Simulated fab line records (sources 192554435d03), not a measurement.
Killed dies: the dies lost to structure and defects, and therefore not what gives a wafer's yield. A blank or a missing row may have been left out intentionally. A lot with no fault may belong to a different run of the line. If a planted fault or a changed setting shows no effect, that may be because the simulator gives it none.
Split-lot experiment | flow n5 finfet | 21 wafers read across 7 lots, on a route 1938 steps long

ABOUT THE SPLIT
At N5_BEOL_M0_ETCH_109 (etches SiCN in CH3F/O2, target depth 8 nm, overetch 2.4 nm, time 27.4 s), the setting bias w was moved away from the recipe's 75 W on 6 of the 21 wafers read, by -16.4% to -7.2%. All remaining wafers had this setting at the recipe value.

The reading is taken at the split's own step.

THE READING
rf vpp V, in V, at N5_BEOL_M0_ETCH_109 (etches SiCN in CH3F/O2, target depth 8 nm, overetch 2.4 nm, time 27.4 s). Typical for fault-free wafers on this fab line: 297.7 V, with standard deviation 1.7 V.

wafer  | tool, chamber at the split | bias w as run, W | against the recipe | rf vpp V, V | against lot-mates on the recipe
L075.1 | rie diel-02, 1             | 66.27            | -11.6%             | 276.5       | -22.1
L075.2 | rie diel-02, 2             | 75               | recipe             | 299.3       | -
L075.3 | rie diel-02, 0             | 75               | recipe             | 297.8       | -
L076.2 | rie diel-01, 1             | 75               | recipe             | 299.4       | -
L076.3 | rie diel-01, 2             | 75               | recipe             | 295.7       | -
L076.6 | rie diel-01, 1             | 75               | recipe             | 298.5       | -
L077.1 | rie diel-05, 0             | 75               | recipe             | 298.4       | -
L077.5 | rie diel-05, 1             | 75               | recipe             | 297.4       | -
L077.6 | rie diel-05, 0             | 75               | recipe             | 297.5       | -
L080.1 | rie diel-05, 2             | 75               | recipe             | 300.0       | -
L080.3 | rie diel-05, 3             | 75               | recipe             | 296.7       | -
L080.6 | rie diel-05, 3             | 75               | recipe             | 295.1       | -
L081.4 | rie diel-05, 3             | 64.16            | -14.5%             | 266.4       | -27.9
L081.5 | rie diel-05, 2             | 64.16            | -14.5%             | 271.2       | -23.1
L081.6 | rie diel-05, 3             | 75               | recipe             | 294.3       | -
L084.1 | rie diel-02, 2             | 62.7             | -16.4%             | 265.5       | -33.0
L084.5 | rie diel-02, 0             | 62.7             | -16.4%             | 265.9       | -32.6
L084.6 | rie diel-02, 3             | 75               | recipe             | 298.5       | -
L092.2 | rie diel-01, 2             | 75               | recipe             | 296.6       | -
L092.3 | rie diel-01, 0             | 69.62            | -7.2%              | 283.1       | -13.9
L092.4 | rie diel-01, 1             | 75               | recipe             | 297.4       | -

FIT RESULTS
A straight line over all 21 wafers: rf vpp V changes by +1.94 V for each +1% of bias w; r = +0.99; the points scatter about the line by 1.7 V.
The same after taking each lot's own level away (the mean of its wafers on the recipe; 21 wafers): +1.9 V for each +1%; r = +0.99; scatter 1.6 V.
The reading moves by 31 V for the largest change in bias w, on that fit.
Measured against the standard deviation above, the lots' own levels, which go from 294.30 to 298.55 V, span 2.5 times it.
The two slopes agree, so the slope changes little with the lot-to-lot level.
Check: for one of the wafers moved furthest among these (-16.4%), held out of the fit, the line's prediction against its lot-mates is -30.6 V. Against them it came out at -33 V.
Tool readings at the split's step, against how far the setting was moved: rf vpp V r = +0.99.

FURTHER SPLITS ON THESE WAFERS
Other splits were also applied to these wafers ahead of the reading. Each is held against what the fit with the lots' levels taken away leaves over:
other split on the same wafers     | wafers away from the commonest value | r with rf vpp V (lot level and that fit taken away)
N5_GATE_CUT_HM_DEP_46 time s       | 8                                    | +0.00
N5_GATE_CUT_COAT_27 spin rpm       | 4                                    | +0.20
N5_GATE_CUT_DESCUM_18 time s       | 8                                    | -0.09
N5_GATE_CUT_CUT_ETCH_54 bias w     | 8                                    | +0.11
N5_MOL_CONTACT_COAG_ETCH_91 time s | 8                                    | -0.18
N5_BEOL_M0_SAQP_COAT_08 spin rpm   | 8                                    | -0.43
N5_BEOL_M0_ETCH_128 source w       | 11                                   | -0.21

THE FILE'S OWN FIT
rf vpp V changes by +1.9 V for each +1% of bias w, r = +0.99.
